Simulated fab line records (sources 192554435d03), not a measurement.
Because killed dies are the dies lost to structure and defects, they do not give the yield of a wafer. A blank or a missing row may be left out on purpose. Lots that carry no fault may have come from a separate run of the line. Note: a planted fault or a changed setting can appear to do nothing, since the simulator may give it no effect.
Split-lot experiment | flow n5Finfet | 7 lots, 39 wafers read, on a route of 1938 steps

THE SPLIT
At N5_FIN_SAQP_ETCH_65 (etches SiO2 in CF4, target depth 4 nm, time 4.4 s), the setting timeS was moved away from the recipe's 4.4 s on 12 of the 39 wafers read, by -36.4% to +51.2%. The other wafers ran this setting at the recipe's value.

The reading is taken at the split's own step.

THE READING
etch.depthNm (the simulator's own value, which no gauge read), in nm, at N5_FIN_SAQP_ETCH_65 (etches SiO2 in CF4, target depth 4 nm, time 4.4 s). There is no usual value for it anywhere in the file. Average 4.003 nm, standard deviation 0.054 nm, over the 27 wafers here run with the recipe.

wafer  | tool, chamber at the split | timeS as run, s | against the recipe | etch.depthNm, nm | against lot-mates on the recipe
L076.1 | rieSi-02, 0                | 4.4             | recipe             | 4.068            | -
L076.2 | rieSi-02, 3                | 4.4             | recipe             | 3.933            | -
L076.3 | rieSi-02, 2                | 4.4             | recipe             | 4.025            | -
L076.4 | rieSi-02, 1                | 4.4             | recipe             | 3.944            | -
L076.5 | rieSi-02, 3                | 4.4             | recipe             | 3.92             | -
L076.6 | rieSi-02, 2                | 4.4             | recipe             | 4.046            | -
L077.1 | rieSi-01, 2                | 4.4             | recipe             | 4.01             | -
L077.2 | rieSi-01, 0                | 6.655           | +51.2%             | 5.97             | +1.987
L077.3 | rieSi-01, 1                | 6.655           | +51.2%             | 6.022            | +2.039
L077.4 | rieSi-01, 3                | 6.655           | +51.2%             | 5.954            | +1.971
L077.5 | rieSi-01, 1                | 4.4             | recipe             | 4.021            | -
L077.6 | rieSi-01, 0                | 4.4             | recipe             | 3.917            | -
L079.1 | rieSi-01, 3                | 4.4             | recipe             | 4.002            | -
L079.2 | rieSi-01, 2                | 4.4             | recipe             | 4.06             | -
L079.3 | rieSi-01, 0                | 3.168           | -28.0%             | 2.867            | -1.182
L079.4 | rieSi-01, 1                | 3.168           | -28.0%             | 2.913            | -1.136
L079.5 | rieSi-01, 2                | 4.4             | recipe             | 4.084            | -
L079.6 | rieSi-01, 3                | 3.168           | -28.0%             | 2.89             | -1.159
L081.1 | rieSi-02, 3                | 4.4             | recipe             | 3.886            | -
L081.2 | rieSi-02, 2                | 4.4             | recipe             | 4.027            | -
L081.6 | rieSi-02, 2                | 4.4             | recipe             | 4.001            | -
L089.1 | rieSi-01, 0                | 4.4             | recipe             | 3.975            | -
L089.2 | rieSi-01, 1                | 4.4             | recipe             | 4.068            | -
L089.3 | rieSi-01, 2                | 2.797           | -36.4%             | 2.574            | -1.460
L089.4 | rieSi-01, 2                | 4.4             | recipe             | 4.059            | -
L089.5 | rieSi-01, 0                | 2.797           | -36.4%             | 2.547            | -1.487
L089.6 | rieSi-01, 1                | 2.797           | -36.4%             | 2.578            | -1.456
L090.1 | rieSi-04, 2                | 4.4             | recipe             | 3.979            | -
L090.2 | rieSi-04, 3                | 4.4             | recipe             | 4.074            | -
L090.3 | rieSi-04, 0                | 4.4             | recipe             | 3.966            | -
L090.4 | rieSi-04, 1                | 4.4             | recipe             | 3.989            | -
L090.5 | rieSi-04, 2                | 4.4             | recipe             | 4.024            | -
L090.6 | rieSi-04, 1                | 4.4             | recipe             | 3.973            | -
L095.1 | rieSi-01, 0                | 4.4             | recipe             | 3.965            | -
L095.2 | rieSi-01, 2                | 4.4             | recipe             | 4.083            | -
L095.3 | rieSi-01, 3                | 5.986           | +36.0%             | 5.429            | +1.422
L095.4 | rieSi-01, 1                | 5.986           | +36.0%             | 5.504            | +1.497
L095.5 | rieSi-01, 1                | 5.986           | +36.0%             | 5.5              | +1.493
L095.6 | rieSi-01, 0                | 4.4             | recipe             | 3.973            | -

FIT RESULTS
A straight line over all 39 wafers: etch.depthNm changes by +0.0394 nm for each +1% of timeS; r = +1.00; the points scatter about the line by 0.052 nm.
The same after taking each lot's own level away (the mean of its wafers on the recipe; 39 wafers): +0.04 nm for each +1%; r = +1.00; scatter 0.048 nm.
That fit puts the effect of the largest move of timeS on the reading at 2.1 nm.
The lots' own levels span 3.9713 to 4.0487 nm, that is 1.4 times the standard deviation above.
Consequently the slope shifts little with the lot-to-lot level, the two slopes agreeing.
Check: with one of the wafers moved furthest among these (+51.2%) left out of the fit, the line predicts +2.06 nm for it against its lot-mates. It came out at +1.99 nm against them.

THE FILE'S OWN FIT
etch.depthNm changes by +0.04 nm for each +1% of timeS, r = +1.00.
